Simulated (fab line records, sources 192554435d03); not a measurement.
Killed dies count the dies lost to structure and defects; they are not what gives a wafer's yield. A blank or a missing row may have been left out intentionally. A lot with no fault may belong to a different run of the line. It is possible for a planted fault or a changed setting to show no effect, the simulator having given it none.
Chamber matching -- flow n5Finfet -- 4 sister chambers for N5_FIN_SAQP_DESCUM_21 on rieDiel-02
The step chemistry O2, time 7.9 s. 8 wafers are shown with their chamber, then 8 later ones without.

== WAFERS PAIRED WITH THEIR CHAMBERS ==
wafer,chamber,drypumpMotorCurrentA (A),throttleValvePct (%)
L078.6,3,5.76,20.68
L081.2,2,5.68,20.49
L081.4,3,5.74,20.68
L083.4,2,5.71,20.51
L084.1,1,5.26,20.85
L084.3,0,5.69,20.42
L084.6,0,5.71,20.41
L090.2,1,5.22,20.87

== WAFERS WITHOUT THEIR CHAMBER ==
wafer,drypumpMotorCurrentA (A),throttleValvePct (%)
L090.3,5.72,20.41
L090.5,5.21,20.86
L096.1,5.20,20.90
L096.5,5.20,20.90
L096.6,5.68,20.54
L097.2,5.74,20.37
L097.5,5.69,20.45
L097.6,5.19,20.90

== THE CHAMBER EACH PASSED THROUGH ==
wafer,from the rows above,in truth
L090.3,0,0
L090.5,1,1
L096.1,1,1
L096.5,1,1
L096.6,2,2
L097.2,0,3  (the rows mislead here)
L097.5,can't be placed: 0 or 2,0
L097.6,1,1
Placed correctly: 6 of 8. These rows do not allow placing 1 (true chamber among the candidates in 1). Wrongly placed: 1.
How it was worked out, from the rows above alone: a wafer's distance from a chamber is the root of the sum, over the readings, of the square of ((its reading less the chamber's mean) divided by the reading's scatter). If the next closest chamber is less than 2 further off than the closest, the wafer can't be placed; otherwise it belongs to the closest. For every chamber, the mean is computed from those of its wafers that are shown. The scatter: take each reading less its chamber's mean, square it, sum over the shown wafers, divide by the number of wafers less the number of chambers, and take the root.
